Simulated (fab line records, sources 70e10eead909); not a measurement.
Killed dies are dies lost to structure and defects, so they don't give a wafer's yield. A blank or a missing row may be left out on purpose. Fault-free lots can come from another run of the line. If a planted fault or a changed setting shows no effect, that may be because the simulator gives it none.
Comparing a struck lot with a sound one + flow nandHarc + 14 steps out of a route of 1159
Sound: wafers L301.1, L301.2, L301.3. Struck: wafers L313.3, L313.5, L313.6. The cause comes at the end.
At each step with rows: each side's tool, then ch and its chambers, then its first start. Under that, the readings that differ: sound wafers + struck wafers + difference of the means + sigmas: that difference in standard deviations of wafers without a fault.
alike: readings whose means differ by less than 2 such deviations, and words and numbers that are the same on both sides. not compared: withheld readings, readings that some wafer has no value for, bounds like >300 that may hide the same value, and numbers for which the record gives no deviation and whose values overlap.
A row with sigmas, a row that says differs or no value, or rows on one side alone: a step with any of these is where the two part. Non-overlapping numbers with no deviation appear without sigmas and do not part them. Lack of a reading on every wafer of one side parts them only where that side has two or more wafers.

first, 2 steps without rows for these wafers: NHARC_A_SOURCE_PLATE_SRD_01; NHARC_A_SOURCE_PLATE_OXIDE_02 (material SiO2, target thk 10 nm, ox time 1362 s).
NHARC_A_SOURCE_PLATE_THK_MEAS_09: measures by ellipsometry.
  sound: filmMetro-01 at day 9 01:22; struck: filmMetro-02 at day 12 01:38
  alike: thkNm
then, 3 steps without rows for these wafers: NHARC_A_SOURCE_PLATE_PVD_04 (deposits WSi2, target thk 50 nm); NHARC_A_SOURCE_PLATE_CVD_03 (deposits poly-Si, target thk 200 nm, time 4000 s); NHARC_A_SOURCE_PLATE_ANNEAL_05 (time 1800 s).
NHARC_A_SOURCE_PLATE_THK_MEAS_06: measures by ellipsometry.
  sound: filmMetro-01 at day 9 14:59; struck: filmMetro-02 at day 12 17:08
  alike: thkNm
NHARC_A_SOURCE_PLATE_INSPECT_08:
  sound: defectInspect-02 at day 9 15:05; struck: defectInspect-02 at day 12 17:12
  alike: rawDefectCount
next comes 1 step that has no rows for these wafers: NHARC_A_ONON_D1_DEP_00 (target thickness 1000 nm).
NHARC_A_ONON_D1_THK_MEAS_02: measures by ellipsometry.
  sound: filmMetro-01 at day 9 15:40; struck: filmMetro-01 at day 12 17:47
  alike: thkNm
NHARC_A_ONON_D1_DEP_03: target thk 1000 nm.
  sound on pecvdOnon-04 ch 0, day 9 15:43; struck on pecvdOnon-04 ch 0, day 12 17:57
  alike: n2FlowSccm, sih4FlowSccm, susceptorTempC
NHARC_A_ONON_D1_THK_MEAS_05: measures by ellipsometry.
  sound: filmMetro-01 at day 9 16:14; struck: filmMetro-02 at day 12 18:21
| reading    | sound       | struck      | difference | sigmas |
|------------|-------------|-------------|------------|--------|
| thkNm (nm) | 998 998 999 | 603 602 602 | -396       | -62    |
next comes 1 step that has no rows for these wafers: NHARC_A_ONON_D1_DEP_06 (target thickness 1000 nm).
-- the record jumps here: 12 days lie between the struck wafers' starts before and after (it left off in module A_ONON_D1 and takes up again in module END, whose first step shown is number 1159 of the route) --
NHARC_END_SORT_01:
  sound on prober-01 ch 0, day 21 19:26; struck on prober-01 ch 0, day 24 18:45
| reading       | sound    | struck      | difference | sigmas |
|---------------|----------|-------------|------------|--------|
| killedAtArray | 24 23 22 | 675 676 676 | +653       | +65    |
| killedDies    | 27 24 25 | 677 677 677 | +652       | +65    |
  alike: killedAtOther, killedAtPeriphery, killedOpen, killedShort

## WHERE THEY PART
At NHARC_A_ONON_D1_THK_MEAS_05 first; at NHARC_END_SORT_01 last (within this record only).

WHY: the cause the simulator had injected
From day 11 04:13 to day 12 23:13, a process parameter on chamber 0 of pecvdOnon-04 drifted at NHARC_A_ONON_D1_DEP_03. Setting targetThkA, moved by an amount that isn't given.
